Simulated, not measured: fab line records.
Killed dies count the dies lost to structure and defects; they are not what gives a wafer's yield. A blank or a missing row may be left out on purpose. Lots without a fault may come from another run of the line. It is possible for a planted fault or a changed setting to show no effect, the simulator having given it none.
Matching of chambers | flow nandHarc | NHARC_A_STAIRCASE_DEP_151 on pecvd-01 has 3 sister chambers
The step deposits SiO2, target thk 7200 nm. 24 wafers are shown with their chamber, then 12 later ones without.

WAFERS, EACH WITH ITS CHAMBER
wafer  | chamber | heaterPowerOuterW (W) | heaterPowerW (W) | susceptorTempC (C)
L074.2 | 2       | 401                   | 695              | 400.34
L074.3 | 0       | 272                   | 533              | 399.81
L074.6 | 0       | 277                   | 550              | 399.46
L076.3 | 1       | 315                   | 594              | 400.14
L076.5 | 2       | 371                   | 653              | 399.87
L076.6 | 1       | 253                   | 520              | 399.94
L080.1 | 1       | 323                   | 593              | 400.10
L080.3 | 0       | 299                   | 546              | 399.79
L080.5 | 0       | 275                   | 551              | 399.80
L082.1 | 1       | 289                   | 570              | 399.81
L082.4 | 2       | 368                   | 637              | 399.78
L082.5 | 1       | 257                   | 526              | 399.99
L083.4 | 0       | 290                   | 562              | 400.08
L083.5 | 1       | 249                   | 498              | 399.26
L083.6 | 2       | 380                   | 650              | 400.47
L085.1 | 2       | 487                   | 789              | 399.83
L085.2 | 0       | 352                   | 664              | 399.87
L085.6 | 0       | 296                   | 557              | 399.99
L087.1 | 0       | 381                   | 673              | 399.46
L087.5 | 0       | 285                   | 549              | 399.40
L087.6 | 2       | 371                   | 646              | 400.37
L089.3 | 0       | 364                   | 648              | 399.65
L089.5 | 2       | 388                   | 650              | 399.87
L089.6 | 0       | 303                   | 558              | 399.86

SIGNATURES (means of the wafers above)
reading           | chamber 0 | chamber 1 | chamber 2 | scatter within a chamber
heaterPowerOuterW | 308.55    | 281.00    | 395.14    | 38.3
heaterPowerW      | 581.00    | 550.17    | 674.29    | 50.5
susceptorTempC    | 399.7427  | 399.8733  | 400.0757  | 0.273
Rule: for each reading, subtract the chamber's mean from the wafer's reading, divide by that reading's scatter and square the result; add these up over the readings and take the root, which gives the wafer's distance from the chamber. If the next closest chamber is less than 2 further off than the closest, the wafer can't be placed; otherwise it belongs to the closest. The scatter is the square root of a quotient: the sum, over the shown wafers, of each reading's squared deviation from its chamber's mean, divided by wafers minus chambers.

WAFERS WITH NO CHAMBER GIVEN
wafer  | heaterPowerOuterW (W) | heaterPowerW (W) | susceptorTempC (C)
L091.2 | 412                   | 696              | 400.07
L091.4 | 382                   | 655              | 400.02
L091.5 | 290                   | 544              | 400.03
L093.1 | 348                   | 624              | 399.81
L093.5 | 249                   | 489              | 400.17
L093.6 | 378                   | 647              | 400.12
L095.1 | 487                   | 793              | 399.92
L095.2 | 258                   | 502              | 400.11
L095.3 | 389                   | 681              | 399.79
L096.1 | 358                   | 653              | 400.02
L096.2 | 516                   | 776              | 400.10
L096.6 | 288                   | 552              | 400.10

EACH ONE'S CHAMBER
wafer  | from the rows above          | in truth
L091.2 | 2                            | 2
L091.4 | 2                            | 2
L091.5 | can't be placed: 1 or 0      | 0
L093.1 | can't be placed: 0 or 2 or 1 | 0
L093.5 | can't be placed: 1 or 0      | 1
L093.6 | can't be placed: 2 or 0      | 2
L095.1 | 2                            | 2
L095.2 | can't be placed: 1 or 0      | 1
L095.3 | can't be placed: 2 or 0      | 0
L096.1 | can't be placed: 2 or 0 or 1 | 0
L096.2 | 2                            | 2
L096.6 | can't be placed: 1 or 0      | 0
Correct placement for 4 of the 12. These rows do not allow placing 8 (true chamber among the candidates in 8). 0 placed wrongly.
